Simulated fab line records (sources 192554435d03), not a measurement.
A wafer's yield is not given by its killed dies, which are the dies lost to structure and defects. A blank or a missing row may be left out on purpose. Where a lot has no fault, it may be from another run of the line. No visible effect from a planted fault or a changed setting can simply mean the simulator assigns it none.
fab line records + flow n5Finfet
[record]
- lots = 11
- wafers = 33
- lastDay = 18
route steps=1938 shown BEOL_M1@751 MIM_BOT_ETCH@1866 PASS1_CAP@1874 PASSIVATION@1936
lots that met no fault: taken from a fault-free run of the same line
startH: hours from the record's opening day to when the first of the lot's shown wafers began + waitH: hours since the lot's step before + " same as the row above + L1.1+2: one row covering several wafers at once + - value missing, or start not given + * or withheld: withheld + < > ~ a bound
route shown NAME@n: NAME is a module with steps in the file, n the number in the route of the first one + usual: mean/standard deviation of fault-free wafers + same: alike in all rows + chamber/n: place in a boat + sites: the reading at each site + _std_site: their standard deviation + _edge_site: mean of outer sites minus mean of inner sites + radiusMm: how far each site lies from the wafer's centre + mask NAME#n: copy n + behind: tool/chamber where the wafer was last shaped + hold: cause of the lot's hold/its duration in hours/its outcome + device: the n, p or np transistor that did not switch + end of line: at the end of the route, the tests of the same wafers + a step given without rows: its recipe and nothing more + killed: dies that structure and defects cost at the first sort, which is not the same as the wafer's yield + map: a wafer's dies, marking killed ones x, the rest . and places with no die _
set.NAME: the run value of the setting; set.NAME@STEP: its run value at that earlier step + model.NAME: the simulator's own value behind a step, which no gauge read
one table for each step of the route and one row for each wafer, over a sample of lots
services: when a tool's chamber went out of use (startH, in hours from the record's first day, below 0 if earlier), for how many hours, and the reason
[[steps]]
[step N5_BEOL_M1_ILD_DEP_00]
[recipe]
- material = SiOC
- targetThkA = 790
- tempC = 350
- precursor = DEMS/O2
- pressureTorr = 5
- rfW = 500
- timeS = 15.3
[usual]
- heaterPowerW = 447/67
- showerheadPlenumPTorr = 5.693/0.015
- throttleValvePct = 11.9/0.67
[same]
- timeS = 15.3
| lot.wafer | tool     | chamber | startH | waitH | heaterPowerW | showerheadPlenumPTorr | throttleValvePct |
|-----------|----------|---------|--------|-------|--------------|-----------------------|------------------|
| L814.1    | pecvd-04 | 2       | 123.23 | 0.0   | 403          | 5.698                 | 11.2             |
| L814.3    | "        | 1       | "      | "     | 532          | 5.686                 | 12.5             |
| L814.5    | "        | 0       | "      | "     | 294          | 5.658                 | 11.1             |
| L815.2    | pecvd-03 | 2       | 125.52 | 0.0   | 437          | 5.718                 | 11.0             |
| L815.4    | "        | 1       | "      | "     | 398          | 5.708                 | 11.3             |
| L815.6    | "        | 0       | "      | "     | 498          | 5.689                 | 11.9             |
| L816.1    | pecvd-01 | 2       | 133.05 | 0.0   | 502          | 5.698                 | 12.6             |
| L816.4    | "        | 1       | "      | "     | 490          | 5.686                 | 13.1             |
| L816.6    | "        | 2       | "      | "     | 523          | 5.709                 | 12.9             |
| L817.1    | pecvd-01 | 1       | 136.38 | 0.0   | 424          | 5.677                 | 12.7             |
| L817.4    | "        | 2       | "      | "     | 484          | 5.710                 | 12.7             |
| L817.6    | "        | 0       | "      | "     | 471          | 5.697                 | 12.0             |
| L819.2    | pecvd-01 | 1       | 155.57 | 0.0   | 419          | 5.680                 | 12.9             |
| L819.3    | "        | 0       | "      | "     | 486          | 5.704                 | 12.4             |
| L819.5    | "        | 0       | "      | "     | 482          | 5.711                 | 12.0             |
| L823.2    | pecvd-01 | 2       | 173.94 | 0.0   | 489          | 5.703                 | 12.7             |
| L823.4    | "        | 2       | "      | "     | 501          | 5.706                 | 12.8             |
| L823.6    | "        | 1       | "      | "     | 471          | 5.699                 | 12.9             |
| L829.1    | pecvd-04 | 2       | 213.66 | 0.0   | 383          | 5.677                 | 11.2             |
| L829.4    | "        | 2       | "      | "     | 378          | 5.688                 | 11.2             |
| L829.6    | "        | 0       | "      | "     | 294          | 5.661                 | 11.1             |
| L830.3    | pecvd-04 | 2       | 219.09 | 0.0   | 402          | 5.701                 | 11.1             |
| L830.4    | "        | 0       | "      | "     | 304          | 5.676                 | 11.3             |
| L830.6    | "        | 2       | "      | "     | 395          | 5.694                 | 11.1             |
| L833.2    | pecvd-04 | 0       | 239.03 | 0.0   | 328          | 5.667                 | 11.1             |
| L833.3    | "        | 1       | "      | "     | 481          | 5.676                 | 12.8             |
| L833.4    | "        | 0       | "      | "     | 334          | 5.682                 | 11.4             |
| L834.3    | pecvd-04 | 2       | 244.44 | 0.0   | 416          | 5.705                 | 11.0             |
| L834.5    | "        | 2       | "      | "     | 427          | 5.692                 | 11.6             |
| L834.6    | "        | 0       | "      | "     | 363          | 5.661                 | 11.2             |
| L835.2    | pecvd-04 | 2       | 248.56 | 0.0   | 403          | 5.709                 | 11.6             |
| L835.5    | "        | 1       | "      | "     | 577          | 5.696                 | 12.5             |
| L835.6    | "        | 2       | "      | "     | 403          | 5.704                 | 11.2             |
[step N5_MIM_BOT_ETCH_ETCH_04]
[recipe]
- chemistry = CF4/O2
- target = SiNx
- targetDepthA = 260
- timeS = 13
- ionEnergyEv = 100
- pressureMtorr = 40
- sourceW = 535
- biasW = 49
- Ar_flow_sccm = 100
- cf4FlowSccm = 100
- O2_flow_sccm = 10
[usual]
- O2_flow_sccm = 10.005/0.029
- chamberPressureMTorr = 40.00/0.046
- drypumpMotorCurrentA = 5.6/0.31
- oes_ar_750_au = 0.78/0.083
- oesProductAu = 0.77/0.088
- rfVppV = 241/4.5
- showerheadPlenumPTorr = 2.20/0.054
- throttleValvePct = 16.15/0.18
[same]
- timeS = 13
| lot.wafer | tool       | chamber | startH | waitH | O2_flow_sccm | chamberPressureMTorr | drypumpMotorCurrentA | oes_ar_750_au | oesProductAu | rfHoursCounterH | rfVppV | showerheadPlenumPTorr | throttleValvePct |
|-----------|------------|---------|--------|-------|--------------|----------------------|----------------------|---------------|--------------|-----------------|--------|-----------------------|------------------|
| L814.1    | rieDiel-06 | 3       | 260.30 | 0.0   | 9.927        | 40.06                | 5.9                  | 0.74          | 0.73         | 199             | 232    | 2.12                  | 16.20            |
| L814.3    | "          | 1       | "      | "     | 9.999        | 39.99                | 5.2                  | 0.93          | 0.93         | 25              | 244    | 2.17                  | 15.84            |
| L814.5    | "          | 2       | "      | "     | 9.990        | 40.08                | 5.1                  | 0.69          | 0.68         | -               | 241    | 2.27                  | 16.19            |
| L817.1    | rieDiel-01 | 2       | 281.82 | 0.0   | 9.996        | 40.07                | 5.7                  | 0.78          | 0.76         | 133             | 237    | 2.21                  | 16.16            |
| L817.4    | "          | 1       | "      | "     | 10.004       | 39.96                | 5.7                  | 0.85          | 0.85         | 62              | 245    | 2.24                  | 15.96            |
| L817.6    | "          | 1       | "      | "     | 9.997        | 40.03                | 5.7                  | 0.85          | 0.85         | -               | 246    | 2.24                  | 15.97            |
| L816.1    | rieDiel-01 | 0       | 282.36 | 0.0   | 10.006       | 40.05                | 5.7                  | 0.80          | 0.78         | 106             | 242    | 2.21                  | 16.06            |
| L816.4    | "          | 1       | "      | "     | 9.974        | 40.02                | 5.7                  | 0.84          | 0.86         | 62              | 245    | 2.24                  | 15.96            |
| L816.6    | "          | 0       | "      | "     | 10.009       | 39.98                | 5.7                  | 0.79          | 0.79         | -               | 243    | 2.21                  | 16.06            |
| L815.2    | rieDiel-01 | 1       | 288.66 | 0.0   | 9.990        | 39.93                | 5.7                  | 0.84          | 0.85         | 65              | 245    | 2.23                  | 15.98            |
| L815.4    | "          | 2       | "      | "     | 10.026       | 40.00                | 5.7                  | 0.77          | 0.75         | 136             | 237    | 2.21                  | 16.18            |
| L815.6    | "          | 1       | "      | "     | 10.050       | 40.04                | 5.7                  | 0.84          | 0.84         | -               | 247    | 2.23                  | 15.97            |
| L819.2    | rieDiel-06 | 1       | 321.93 | 0.0   | 9.982        | 39.97                | 5.2                  | 0.90          | 0.89         | 46              | 244    | 2.17                  | 15.92            |
| L819.3    | "          | 0       | "      | "     | 9.996        | 40.02                | 5.2                  | 0.68          | 0.67         | 258             | 237    | 2.26                  | 16.49            |
| L819.5    | "          | 0       | "      | "     | 10.072       | 40.04                | 5.2                  | 0.68          | 0.67         | -               | 235    | 2.26                  | 16.51            |
| L823.2    | rieDiel-01 | 2       | 322.62 | 0.0   | 10.024       | 39.97                | 5.6                  | 0.76          | 0.75         | 146             | 237    | 2.20                  | 16.18            |
| L823.4    | "          | 3       | "      | "     | 9.990        | 39.98                | 5.7                  | 0.71          | 0.71         | 235             | 244    | 2.17                  | 16.33            |
| L823.6    | "          | 2       | "      | "     | 10.022       | 39.98                | 5.6                  | 0.76          | 0.75         | -               | 239    | 2.20                  | 16.20            |
| L829.1    | rieDiel-06 | 2       | 361.40 | 0.0   | 10.002       | 39.96                | 5.1                  | 0.68          | 0.65         | 265             | 241    | 2.25                  | 16.26            |
| L829.4    | "          | 3       | "      | "     | 9.908        | 40.02                | 5.9                  | 0.71          | 0.70         | -               | 232    | 2.10                  | 16.30            |
| L829.6    | "          | 1       | "      | "     | 9.977        | 39.98                | 5.2                  | 0.87          | 0.88         | -               | 244    | 2.16                  | 15.93            |
| L830.3    | rieDiel-01 | 0       | 367.88 | 0.0   | 10.072       | 40.01                | 5.8                  | 0.77          | 0.75         | 138             | 242    | 2.20                  | 16.12            |
| L830.4    | "          | 0       | "      | "     | 10.008       | 39.99                | 5.8                  | 0.77          | 0.76         | -               | 243    | 2.20                  | 16.12            |
| L830.6    | "          | 2       | "      | "     | 10.033       | 40.05                | 5.7                  | 0.74          | 0.74         | -               | 237    | 2.20                  | 16.22            |
| L833.2    | rieDiel-06 | 0       | 395.80 | 0.0   | 10.005       | 40.04                | 5.2                  | 0.92          | 0.93         | 12              | 235    | 2.25                  | 15.99            |
| L833.3    | "          | 1       | "      | "     | 10.013       | 40.00                | 5.2                  | 0.86          | 0.85         | 80              | 245    | 2.15                  | 15.96            |
| L833.4    | "          | 1       | "      | "     | 10.002       | 40.01                | 5.2                  | 0.85          | 0.85         | -               | 245    | 2.15                  | 15.95            |
| L835.2    | rieDiel-01 | 0       | 409.25 | 0.0   | 9.977        | 40.05                | 5.7                  | 0.76          | 0.74         | 154             | 242    | 2.20                  | 16.14            |
| L835.5    | "          | 3       | "      | "     | 10.044       | 39.96                | 5.7                  | 0.95          | 0.96         | -               | 244    | 2.16                  | 15.90            |
| L835.6    | "          | 0       | "      | "     | 9.992        | 40.00                | 5.7                  | 0.76          | 0.73         | -               | 243    | 2.20                  | 16.14            |
| L834.3    | rieDiel-01 | 1       | 420.89 | 0.0   | 10.008       | 40.01                | 5.7                  | 0.79          | 0.80         | 115             | 248    | 2.22                  | 16.07            |
| L834.5    | "          | 1       | "      | "     | 9.990        | 40.03                | 5.7                  | 0.79          | 0.79         | -               | 245    | 2.22                  | 16.06            |
| L834.6    | "          | 0       | "      | "     | 10.025       | 40.00                | 5.7                  | 0.75          | 0.74         | -               | 242    | 2.19                  | 16.16            |
[step N5_PASSIVATION_PECVD_01]
[recipe]
- material = SiNx
- targetThkA = 2000
- tempC = 400
- precursor = SiH4/NH3/N2
- pressureTorr = 4.9
- rfW = 1406
- timeS = 43.2
[usual]
- heaterPowerW = 327/81
- showerheadPlenumPTorr = 8.65/0.064
- throttleValvePct = 28.4/1.2
[same]
- timeS = 43.2
| lot.wafer | tool     | chamber | startH | waitH | heaterPowerW | showerheadPlenumPTorr | throttleValvePct |
|-----------|----------|---------|--------|-------|--------------|-----------------------|------------------|
| L814.1    | pecvd-02 | 1       | 261.25 | 0.0   | 384          | 8.59                  | 27.9             |
| L814.3    | "        | 0       | "      | "     | 293          | 8.64                  | 28.5             |
| L814.5    | "        | 0       | "      | "     | 316          | 8.63                  | 28.2             |
| L817.1    | pecvd-04 | 1       | 282.76 | 0.0   | 473          | 8.63                  | 30.8             |
| L817.4    | "        | 1       | "      | "     | 476          | 8.62                  | 30.9             |
| L817.6    | "        | 0       | "      | "     | 167          | 8.56                  | 27.2             |
| L816.1    | pecvd-04 | 0       | 283.22 | 0.0   | 166          | 8.54                  | 27.4             |
| L816.4    | "        | 2       | "      | "     | 264          | 8.69                  | 27.6             |
| L816.6    | "        | 0       | "      | "     | 173          | 8.56                  | 27.7             |
| L815.2    | pecvd-02 | 2       | 289.54 | 0.0   | 394          | 8.69                  | 27.1             |
| L815.4    | "        | 0       | "      | "     | 304          | 8.61                  | 28.3             |
| L815.6    | "        | 2       | "      | "     | 394          | 8.71                  | 27.4             |
| L819.2    | pecvd-04 | 1       | 323.08 | 0.0   | 359          | 8.62                  | 31.0             |
| L819.3    | "        | 0       | "      | "     | 201          | 8.55                  | 27.6             |
| L819.5    | "        | 0       | "      | "     | 221          | 8.54                  | 27.6             |
| L823.2    | pecvd-03 | 1       | 323.48 | 0.0   | 339          | 8.76                  | 27.8             |
| L823.4    | "        | 0       | "      | "     | 404          | 8.62                  | 30.1             |
| L823.6    | "        | 2       | "      | "     | 257          | 8.73                  | 27.5             |
| L829.1    | pecvd-03 | 2       | 362.25 | 0.0   | 334          | 8.73                  | 27.5             |
| L829.4    | "        | 0       | "      | "     | 402          | 8.63                  | 30.2             |
| L829.6    | "        | 2       | "      | "     | 354          | 8.74                  | 27.5             |
| L830.3    | pecvd-02 | 2       | 368.74 | 0.0   | 373          | 8.68                  | 27.0             |
| L830.4    | "        | 2       | "      | "     | 383          | 8.66                  | 27.1             |
| L830.6    | "        | 0       | "      | "     | 297          | 8.65                  | 28.8             |
| L833.2    | pecvd-02 | 0       | 396.91 | 0.0   | 400          | 8.62                  | 28.9             |
| L833.3    | "        | 2       | "      | "     | 364          | 8.68                  | 27.3             |
| L833.4    | "        | 0       | "      | "     | 256          | 8.61                  | 28.5             |
| L835.2    | pecvd-04 | 2       | 410.14 | 0.0   | 233          | 8.68                  | 28.0             |
| L835.5    | "        | 2       | "      | "     | 244          | 8.68                  | 28.1             |
| L835.6    | "        | 0       | "      | "     | 174          | 8.54                  | 28.0             |
| L834.3    | pecvd-02 | 1       | 421.75 | 0.0   | 324          | 8.60                  | 26.4             |
| L834.5    | "        | 1       | "      | "     | 332          | 8.56                  | 26.7             |
| L834.6    | "        | 0       | "      | "     | 380          | 8.64                  | 28.8             |
[step N5_PASSIVATION_PROBE_49]
[usual]
- defectLimitedYield = 91.4/1.5
- killed_at_M0_to_M3 = 35/12
- killed_at_M4_up = 13/5.8
- killedAtContacts = 12/5.5
- killedAtFrontEnd = 36/9.9
- killedAtOther = 4/3.7
- killedDies = 101/18
- killedOpen = 66/13
- killedShort = 33/8
- sort_bin_5_function = 5.0/1
- sort_bin_6_memory = 3.2/0.67
- sortNPass = 1079/18
- sortYieldPct = 91.4/1.5
[same]
- grossDies = 1180
- killedAtBackSide = 0
- sort_bin_4_leakage[%] = 0
- sort_bin_8_speed[%] = 0
| lot.wafer | tool      | chamber | startH | waitH | defectLimitedYield[%] | killed_at_M0_to_M3 | killed_at_M4_up | killedAtContacts | killedAtFrontEnd | killedAtOther | killedDies | killedOpen | killedShort | sort_bin_5_function[%] | sort_bin_6_memory[%] | sortNPass | sortYieldPct[%] |
|-----------|-----------|---------|--------|-------|-----------------------|--------------------|-----------------|------------------|------------------|---------------|------------|------------|-------------|------------------------|----------------------|-----------|-----------------|
| L823.2    | prober-01 | -       | 332.39 | 0.1   | 83.6                  | 120                | 7               | 12               | 47               | 8             | 194        | 56         | 39          | 10.2                   | 4.8                  | 986       | 83.6            |
| L823.4    | prober-01 | -       | 332.49 | 0.2   | 85.7                  | 123                | 0               | 6                | 33               | 7             | 169        | 48         | 22          | 9.8                    | 3.6                  | 1011      | 85.7            |
| L823.6    | prober-01 | -       | 332.59 | 0.3   | 82.8                  | 123                | 10              | 6                | 59               | 5             | 203        | 92         | 27          | 11.1                   | 4.7                  | 977       | 82.8            |
| L829.1    | prober-02 | -       | 371.57 | 0.0   | 92.6                  | 49                 | 9               | 1                | 22               | 6             | 87         | 60         | 25          | 4.2                    | 2.7                  | 1093      | 92.6            |
| L829.4    | prober-02 | -       | 371.72 | 0.2   | 90.6                  | 62                 | 18              | 10               | 17               | 4             | 111        | 75         | 32          | 5.5                    | 3.5                  | 1069      | 90.6            |
| L829.6    | prober-02 | -       | 371.82 | 0.3   | 92.1                  | 49                 | 7               | 9                | 22               | 6             | 93         | 64         | 29          | 4.1                    | 3.6                  | 1087      | 92.1            |
// killed by level:class
L823.2 BEOL_M1:unspecified=99 STI_FIN_REVEAL:geometricParticle:open=11 STI_FIN_REVEAL:geometricParticle:short=10 MOL_CONTACT_COAG:geometricParticle:open=8 BEOL_M0_SAQP:geometricParticle:open=6 FIN_SAQP:geometricParticle:open=5 GATE_CUT:geometricParticle:short=5 STARTING-WAFER:geometricParticle:short=5
L823.4 BEOL_M1:unspecified=99 STI_FIN_REVEAL:geometricParticle:open=9 BEOL_M0_SAQP:geometricParticle:open=7 MOL_CONTACT_COAG:geometricParticle:open=5 BEOL_M2:geometricParticle:open=5 BEOL_M0_SAQP:geometricParticle:short=4 BEOL_M3:geometricParticle:open=4 STI_FIN_REVEAL:geometricParticle:short=3
L823.6 BEOL_M1:unspecified=84 FIN_SAQP:geometricParticle:open=20 BEOL_M3:geometricParticle:open=16 STI_FIN_REVEAL:geometricParticle:open=15 BEOL_M0_SAQP:geometricParticle:open=10 MOL_CONTACT_COAG:geometricParticle:open=6 FIN_SAQP:geometricParticle:short=5 STI_FIN_REVEAL:geometricParticle:short=4
L829.1 BEOL_M0_SAQP:geometricParticle:open=13 BEOL_M1:geometricParticle:open=9 BEOL_M3:geometricParticle:open=8 DUMMY_GATE:geometricParticle:open=6 BEOL_M0_SAQP:geometricParticle:short=6 BEOL_M2:geometricParticle:short=4 BEOL_M2:geometricParticle:open=4 FIN_SAQP:geometricParticle:short=3
L829.4 BEOL_M0_SAQP:geometricParticle:short=15 BEOL_M0_SAQP:geometricParticle:open=13 BEOL_M0:geometricParticle:open=9 BEOL_M3:geometricParticle:open=8 BEOL_M4:geometricParticle:open=8 MOL_CONTACT_COAG:geometricParticle:open=7 BEOL_M2:geometricParticle:open=7 DUMMY_GATE:geometricParticle:open=3
L829.6 BEOL_M0_SAQP:geometricParticle:open=10 BEOL_M0_SAQP:geometricParticle:short=9 BEOL_M1:geometricParticle:open=9 BEOL_M2:geometricParticle:open=8 FIN_SAQP:geometricParticle:open=7 MOL_CONTACT_COAG:geometricParticle:open=7 BEOL_M1:geometricParticle:short=6 BEOL_M3:geometricParticle:open=6
[[services]]
| tool       | chamber | startH | hours | kind                        |
|------------|---------|--------|-------|-----------------------------|
| pecvd-03   | 1       | 121.21 | 3.7   | repair                      |
| pecvd-04   | -       | 128.28 | 5.5   | pm                          |
| pecvd-01   | 2       | 145.14 | 11.9  | repair                      |
| pecvd-02   | 2       | 162.58 | 6.2   | repair                      |
| rieDiel-06 | 1       | 176.21 | 35.1  | repair                      |
| pecvd-03   | -       | 199.47 | 0.3   | repair                      |
| rieDiel-06 | 2       | 229.79 | 1.7   | repair                      |
| pecvd-04   | 1       | 255.55 | 2.1   | scheduledDown               |
| pecvd-03   | -       | 270.84 | 0.9   | repair                      |
| pecvd-02   | 1       | 295.21 | 5.2   | repair                      |
| rieDiel-06 | 0       | 324.90 | 17.4  | repair                      |
| rieDiel-06 | 3       | 332.84 | 3.2   | repair                      |
| pecvd-04   | 2       | 359.90 | 5.5   | scheduledDown               |
| rieDiel-01 | 3       | 367.73 | -     | clean                       |
| rieDiel-01 | 3       | 367.73 | -     | consumableReplace:focusRing |
| rieDiel-01 | 3       | 367.73 | 15.3  | scheduledDown               |
| rieDiel-01 | 3       | 367.73 | 15.3  | ventCycle                   |
| pecvd-02   | -       | 386.45 | 0.3   | repair                      |
| pecvd-03   | -       | 392.12 | 5.5   | pm                          |
| pecvd-04   | -       | 393.50 | 14.6  | pm                          |
| pecvd-03   | 2       | 400.30 | 5.6   | repair                      |
| rieDiel-01 | 0       | 400.75 | 3.4   | repair                      |
| pecvd-04   | -       | 416.77 | 1.2   | repair                      |
| rieDiel-01 | 1       | 418.16 | 1.6   | repair                      |
[[key]]
[firstSign]
- step = N5_PASSIVATION_PROBE_49
- reading = killed_at_M0_to_M3
- direction = up
- sigmas = 7.4
- usual = 35
- struck = 122
[effect]
- step = N5_PASSIVATION_PROBE_49
- reading = defectLimitedYield
- direction = down
- sigmas = 4.9
- usual = 91.4
- struck = 84.0
[moreKillsBornAt]
- N5_BEOL_M1_ILD_DEP_00@pecvd-01 = 282
metAt N5_BEOL_M1_ILD_DEP_00
struckLots L823
notActingAt N5_MIM_BOT_ETCH_ETCH_04,N5_PASSIVATION_PECVD_01
onsetBetween 155.57 173.94
[fault]
- kind = chamberParticleSource
- tool = pecvd-01
- chamber = -
- onsetH = 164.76
- steps = N5_BEOL_M1_ILD_DEP_00
- ratePerVisitCm2 = 0.43139
- endH = 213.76
